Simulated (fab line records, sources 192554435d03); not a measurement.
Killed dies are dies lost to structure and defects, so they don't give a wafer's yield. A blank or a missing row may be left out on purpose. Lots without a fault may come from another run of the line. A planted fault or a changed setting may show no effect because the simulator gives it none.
Which tool did it? | flow n5_finfet | 24 lots, 72 wafers sampled, at 5 steps of a route of 1938

WHAT THE GAUGES READ, wafer by wafer
N5_STI_FIN_REVEAL_THK_MEAS_05. Usual: thk_nm 131.8 nm, standard deviation 1.1.
lot  | measured    | on            | thk_nm (nm)       | flag
L074 | day 2 09:20 | film_metro-02 | 131.8 133.9 130.5 |
L075 | day 2 14:46 | film_metro-02 | 132.4 131.6 132.8 |
L076 | day 2 22:10 | film_metro-01 | 131.9 133.7 129.8 |
L077 | day 3 04:31 | film_metro-02 | 130.0 131.5 132.6 |
L078 | day 3 09:46 | film_metro-02 | 132.2 131.0 130.4 |
L079 | day 3 15:01 | film_metro-02 | 130.6 130.4 132.4 |
L080 | day 3 20:30 | film_metro-02 | 132.1 131.8 132.9 |
L081 | day 4 02:39 | film_metro-02 | 131.3 131.3 131.9 |
L082 | day 4 10:37 | film_metro-02 | 132.6 131.5 131.1 |
L083 | day 4 14:45 | film_metro-01 | 131.1 131.8 131.5 |
L084 | day 4 21:04 | film_metro-02 | 132.2 130.3 130.2 |
L085 | day 5 05:40 | film_metro-01 | 133.2 133.3 131.8 |
L086 | day 5 13:38 | film_metro-01 | 131.8 131.0 132.8 |
L087 | day 5 16:55 | film_metro-02 | 130.1 133.6 132.5 |
L088 | day 5 22:25 | film_metro-02 | 132.7 131.4 133.2 |
L089 | day 6 07:53 | film_metro-02 | 132.5 132.4 132.6 |
L090 | day 6 11:01 | film_metro-01 | 132.4 131.8 132.4 |
L091 | day 6 16:56 | film_metro-01 | 131.9 132.0 131.2 |
L092 | day 6 23:53 | film_metro-01 | 133.3 131.8 132.7 |
L093 | day 7 06:34 | film_metro-02 | 131.4 132.1 131.0 |
L094 | day 7 11:57 | film_metro-01 | 129.2 130.7 131.6 |
L095 | day 7 17:59 | film_metro-01 | 131.8 130.4 132.2 |
L096 | day 8 00:12 | film_metro-01 | 132.9 130.6 129.5 |
L097 | day 8 04:20 | film_metro-02 | 130.9 131.4 133.0 |

N5_SD_EPI_N_INSPECT_11: inspects for defects (macro). Usual: raw_defect_count 2.0, standard deviation 1.5.
lot  | measured    | on                | raw_defect_count | flag
L074 | day 3 12:44 | defect_inspect-02 | 3 2 0            |
L075 | day 3 16:57 | defect_inspect-01 | 1 2 2            |
L076 | day 3 17:07 | defect_inspect-02 | 2 8 3            |
L077 | day 4 04:23 | defect_inspect-02 | 0 0 3            |
L078 | day 4 00:23 | defect_inspect-01 | 2 1 4            |
L079 | day 4 14:05 | defect_inspect-01 | 2 0 1            |
L080 | day 4 12:17 | defect_inspect-02 | 0 0 3            |
L081 | day 4 20:33 | defect_inspect-02 | 0 3 0            |
L082 | day 5 04:25 | defect_inspect-02 | 3 1 1            |
L083 | day 5 05:09 | defect_inspect-01 | 1 2 1            |
L084 | day 5 11:26 | defect_inspect-02 | 5 5 1            |
L085 | day 5 20:14 | defect_inspect-02 | 3 1 3            |
L086 | day 6 05:55 | defect_inspect-01 | 0 0 1            |
L087 | day 6 08:40 | defect_inspect-02 | 1 2 0            |
L088 | day 6 14:17 | defect_inspect-01 | 2 3 4            |
L089 | day 7 01:03 | defect_inspect-02 | 1 3 1            |
L090 | day 7 03:14 | defect_inspect-01 | 0 5 3            |
L091 | day 7 07:18 | defect_inspect-02 | 3 1 3            |
L092 | day 7 14:25 | defect_inspect-02 | 3 1 2            |
L093 | day 7 23:28 | defect_inspect-01 | 1 0 2            |
L094 | day 8 02:20 | defect_inspect-01 | 3 4 3            |
L095 | day 8 09:17 | defect_inspect-01 | 1 1 4            |
L096 | day 8 14:38 | defect_inspect-01 | 0 4 3            |
L097 | day 8 18:55 | defect_inspect-01 | 4 1 0            |

WHICH TOOL RAN EACH LOT (tool, then ch and the chambers of the sampled wafers, then the start)
lot  | N5_FIN_CUT_CUT_ETCH_26            | N5_STI_FIN_REVEAL_DENSIFY_30    | N5_DUMMY_GATE_ETCH_32
L074 | rie_diel-02 ch 0,2,3, day 2 03:22 | rtp_anneal-02 ch 0, day 2 09:32 | rie_si-02 ch 2,3, day 3 11:19
L075 | rie_diel-06 ch 0,1,3, day 2 08:47 | rtp_anneal-01 ch 0, day 2 14:47 | rie_si-04 ch 0,2,3, day 3 15:25
L076 | rie_diel-06 ch 1,3, day 2 15:40   | rtp_anneal-02 ch 0, day 2 22:15 | rie_si-02 ch 0,1, day 3 15:41
L077 | rie_diel-04 ch 0,1, day 2 22:10   | rtp_anneal-01 ch 0, day 3 04:38 | rie_si-02 ch 0,2,3, day 4 02:50
L078 | rie_diel-04 ch 0,3, day 3 03:52   | rtp_anneal-02 ch 0, day 3 09:50 | rie_si-04 ch 1,2,3, day 3 22:50
L079 | rie_diel-04 ch 0,2,3, day 3 09:07 | rtp_anneal-01 ch 0, day 3 15:02 | rie_si-04 ch 0,3, day 4 12:33
L080 | rie_diel-06 ch 1,2, day 3 14:35   | rtp_anneal-01 ch 0, day 3 20:47 | rie_si-06 ch 0,2,3, day 4 10:51
L081 | rie_diel-04 ch 2,3, day 3 20:44   | rtp_anneal-01 ch 0, day 4 02:46 | rie_si-04 ch 0,1, day 4 18:55
L082 | rie_diel-02 ch 0,2,3, day 4 04:40 | rtp_anneal-02 ch 0, day 4 10:39 | rie_si-04 ch 0,1, day 5 01:26
L083 | rie_diel-06 ch 1,2,3, day 4 08:51 | rtp_anneal-02 ch 0, day 4 14:59 | rie_si-04 ch 1,3, day 5 03:44
L084 | rie_diel-04 ch 1,2,3, day 4 15:09 | rtp_anneal-01 ch 0, day 4 21:11 | rie_si-06 ch 0,2,3, day 5 09:52
L085 | rie_diel-04 ch 1,2,3, day 4 21:20 | rtp_anneal-02 ch 0, day 5 05:52 | rie_si-04 ch 1,3, day 5 18:38
L086 | rie_diel-06 ch 1,3, day 5 07:40   | rtp_anneal-01 ch 0, day 5 14:04 | rie_si-02 ch 0,2,3, day 6 03:26
L087 | rie_diel-06 ch 2,3, day 5 10:40   | rtp_anneal-01 ch 0, day 5 17:12 | rie_si-06 ch 2,3, day 6 06:59
L088 | rie_diel-02 ch 1,2,3, day 5 15:46 | rtp_anneal-01 ch 0, day 5 22:29 | rie_si-06 ch 0,3, day 6 12:35
L089 | rie_diel-06 ch 2,3, day 6 01:31   | rtp_anneal-01 ch 0, day 6 07:57 | rie_si-06 ch 0,2,3, day 6 23:26
L090 | rie_diel-02 ch 1,3, day 6 04:17   | rtp_anneal-02 ch 0, day 6 11:04 | rie_si-04 ch 0,1,3, day 7 01:35
L091 | rie_diel-06 ch 1,2, day 6 10:34   | rtp_anneal-01 ch 0, day 6 17:00 | rie_si-04 ch 2,3, day 7 05:39
L092 | rie_diel-02 ch 1,2,3, day 6 17:57 | rtp_anneal-02 ch 0, day 6 23:55 | rie_si-06 ch 1,2,3, day 7 12:49
L093 | rie_diel-04 ch 1,2,3, day 7 00:35 | rtp_anneal-02 ch 0, day 7 06:41 | rie_si-04 ch 0,1,2, day 7 21:15
L094 | rie_diel-02 ch 0,1,2, day 7 05:58 | rtp_anneal-01 ch 0, day 7 12:00 | rie_si-04 ch 0,2,3, day 8 00:42
L095 | rie_diel-04 ch 0,1,2, day 7 12:05 | rtp_anneal-02 ch 0, day 7 18:02 | rie_si-06 ch 0,1, day 8 07:44
L096 | rie_diel-06 ch 2,3, day 7 18:18   | rtp_anneal-01 ch 0, day 8 00:16 | rie_si-02 ch 0,1,2, day 8 13:05
L097 | rie_diel-04 ch 2,3, day 7 22:05   | rtp_anneal-02 ch 0, day 8 04:22 | rie_si-06 ch 0,1,3, day 8 16:57
- N5_FIN_CUT_CUT_ETCH_26: etches SiNx in CH3F/O2, target depth 39 nm, time 55.7 s.
- N5_STI_FIN_REVEAL_DENSIFY_30
- N5_DUMMY_GATE_ETCH_32: etches SiO2 in CF4, target depth 3.5 nm, time 3.9 s.

WHAT THE TOOLS THEMSELVES READ (means of the sampled wafers that have a number; where no wafer has one, the mark that the record gives instead)
N5_FIN_CUT_CUT_ETCH_26. Usual: drypump_motor_current_A 5.5 A, standard deviation 0.35; oes_ar_750_au 0.75 a.u., standard deviation 0.055; oes_f_703_au 0.75 a.u., standard deviation 0.056; oes_product_au 0.74 a.u., standard deviation 0.06; rf_vpp_V 298 V, standard deviation 6.3; showerhead_plenum_p_Torr 1.99 Torr, standard deviation 0.067; throttle_valve_pct 16.44 %, standard deviation 0.17.
lot  | tool        | drypump_motor_current_A (A) | oes_ar_750_au (a.u.) | oes_f_703_au (a.u.) | oes_product_au (a.u.) | rf_vpp_V (V) | showerhead_plenum_p_Torr (Torr) | throttle_valve_pct (%) | flag
L074 | rie_diel-02 | 5.5                         | 0.74                 | 0.73                | 0.74                  | 300          | 2.01                            | 16.42                  |
L075 | rie_diel-06 | 5.3                         | 0.74                 | 0.75                | 0.75                  | 301          | 1.94                            | 16.45                  |
L076 | rie_diel-06 | 5.4                         | 0.78                 | 0.78                | 0.77                  | 300          | 1.93                            | 16.52                  |
L077 | rie_diel-04 | 6.1                         | 0.72                 | 0.73                | 0.71                  | 289          | 1.94                            | 16.52                  |
L078 | rie_diel-04 | 5.7                         | 0.70                 | 0.72                | 0.70                  | 290          | 1.97                            | 16.45                  |
L079 | rie_diel-04 | 5.6                         | 0.72                 | 0.73                | 0.71                  | 295          | 2.02                            | 16.45                  |
L080 | rie_diel-06 | 5.4                         | 0.75                 | 0.77                | 0.76                  | 302          | 2.03                            | 16.35                  |
L081 | rie_diel-04 | 5.3                         | 0.75                 | 0.75                | 0.74                  | 300          | 2.06                            | 16.47                  |
L082 | rie_diel-02 | 5.5                         | 0.73                 | 0.72                | 0.73                  | 299          | 2.00                            | 16.44                  |
L083 | rie_diel-06 | 5.4                         | 0.76                 | 0.77                | 0.75                  | 300          | 1.98                            | 16.45                  |
L084 | rie_diel-04 | 5.7                         | 0.73                 | 0.74                | 0.72                  | 296          | 1.99                            | 16.49                  |
L085 | rie_diel-04 | 5.8                         | 0.73                 | 0.74                | 0.72                  | 295          | 1.99                            | 16.50                  |
L086 | rie_diel-06 | 5.5                         | 0.76                 | 0.76                | 0.76                  | 300          | 1.92                            | 16.55                  |
L087 | rie_diel-06 | 5.2                         | 0.74                 | 0.75                | 0.74                  | 302          | 2.02                            | 16.50                  |
L088 | rie_diel-02 | 5.7                         | 0.73                 | 0.73                | 0.73                  | 298          | 1.95                            | 16.29                  |
L089 | rie_diel-06 | 5.3                         | 0.75                 | 0.74                | 0.75                  | 301          | 1.97                            | 16.60                  |
L090 | rie_diel-02 | 5.8                         | 0.73                 | 0.73                | 0.72                  | 291          | 1.95                            | 16.37                  |
L091 | rie_diel-06 | 5.5                         | 0.75                 | 0.77                | 0.75                  | 300          | 1.97                            | 16.38                  |
L092 | rie_diel-02 | 5.7                         | 0.73                 | 0.72                | 0.73                  | 299          | 1.95                            | 16.32                  |
L093 | rie_diel-04 | 5.7                         | 0.72                 | 0.73                | 0.71                  | 296          | 1.99                            | 16.53                  |
L094 | rie_diel-02 | 5.6                         | 0.71                 | 0.70                | 0.71                  | 302          | 1.98                            | 16.33                  |
L095 | rie_diel-04 | 5.7                         | 0.81                 | 0.82                | 0.81                  | 294          | 2.00                            | 16.39                  |
L096 | rie_diel-06 | 5.3                         | 0.73                 | 0.74                | 0.73                  | 302          | 1.97                            | 16.62                  |
L097 | rie_diel-04 | 5.5                         | 0.71                 | 0.72                | 0.70                  | 296          | 2.01                            | 16.50                  |

N5_STI_FIN_REVEAL_DENSIFY_30. Usual: lamp_power_pct 11.53 %, standard deviation 0.058.
lot  | tool          | lamp_power_pct (%) | flag
L074 | rtp_anneal-02 | 11.50              |
L075 | rtp_anneal-01 | 11.49              |
L076 | rtp_anneal-02 | 11.50              |
L077 | rtp_anneal-01 | 11.55              |
L078 | rtp_anneal-02 | 11.51              |
L079 | rtp_anneal-01 | 11.55              |
L080 | rtp_anneal-01 | 11.55              |
L081 | rtp_anneal-01 | 11.54              |
L082 | rtp_anneal-02 | 11.48              |
L083 | rtp_anneal-02 | 11.52              |
L084 | rtp_anneal-01 | 11.56              |
L085 | rtp_anneal-02 | 11.52              |
L086 | rtp_anneal-01 | 11.55              |
L087 | rtp_anneal-01 | 11.50              |
L088 | rtp_anneal-01 | 11.54              |
L089 | rtp_anneal-01 | 11.58              |
L090 | rtp_anneal-02 | 11.54              |
L091 | rtp_anneal-01 | 11.52              |
L092 | rtp_anneal-02 | 11.55              |
L093 | rtp_anneal-02 | 11.48              |
L094 | rtp_anneal-01 | 11.52              |
L095 | rtp_anneal-02 | 11.56              |
L096 | rtp_anneal-01 | 11.50              |
L097 | rtp_anneal-02 | 11.44              |

N5_DUMMY_GATE_ETCH_32. Usual: drypump_motor_current_A 5.7 A, standard deviation 0.35; oes_product_au 1.002 a.u., standard deviation 0.023; throttle_valve_pct 21.7 %, standard deviation 0.32.
lot  | tool      | drypump_motor_current_A (A) | oes_product_au (a.u.) | throttle_valve_pct (%) | flag
L074 | rie_si-02 | 6.1                         | 1.021                 | 21.5                   |
L075 | rie_si-04 | 5.7                         | 1.008                 | 21.8                   |
L076 | rie_si-02 | 6.3                         | 1.010                 | 21.6                   |
L077 | rie_si-02 | 6.0                         | 1.024                 | 21.6                   |
L078 | rie_si-04 | 5.7                         | 1.001                 | 21.5                   |
L079 | rie_si-04 | 5.8                         | 0.995                 | 21.9                   |
L080 | rie_si-06 | 5.6                         | 0.980                 | 22.0                   |
L081 | rie_si-04 | 5.5                         | 1.005                 | 21.7                   |
L082 | rie_si-04 | 5.5                         | 0.998                 | 21.4                   |
L083 | rie_si-04 | 5.8                         | 1.003                 | 21.4                   |
L084 | rie_si-06 | 5.6                         | 0.987                 | 22.0                   |
L085 | rie_si-04 | 5.8                         | 1.005                 | 21.3                   |
L086 | rie_si-02 | 6.0                         | 1.016                 | 21.6                   |
L087 | rie_si-06 | 5.3                         | 1.001                 | 21.9                   |
L088 | rie_si-06 | 5.7                         | 0.968                 | 22.0                   |
L089 | rie_si-06 | 5.6                         | 0.986                 | 22.0                   |
L090 | rie_si-04 | 5.7                         | 0.997                 | 21.6                   |
L091 | rie_si-04 | 5.9                         | 1.011                 | 21.7                   |
L092 | rie_si-06 | 5.4                         | 1.003                 | 21.9                   |
L093 | rie_si-04 | 5.5                         | 1.006                 | 21.5                   |
L094 | rie_si-04 | 5.7                         | 1.010                 | 21.8                   |
L095 | rie_si-06 | 5.7                         | 0.994                 | 22.0                   |
L096 | rie_si-02 | 6.1                         | 1.011                 | 21.5                   |
L097 | rie_si-06 | 5.7                         | 0.975                 | 22.0                   |

THE ANSWER, worked out from the rows above alone
Rule: a lot is off if the mean of its wafers that have a number lies more than 3 standard deviations from the usual mean. A lot without any number at a reading at which 4 lots or more have one is off too. The other lots that the step has rows for count as sound. The gauges are gone through in route order, then the tools' own readings, and for those a lot's mean is taken as printed above. The first step at which some lot is off is used, and at that step the reading that is off furthest; a lot without a number counts as furthest.
No lot is off at any reading shown: from this, nothing can be told.

WHAT THE SIMULATOR HAD PUT IN
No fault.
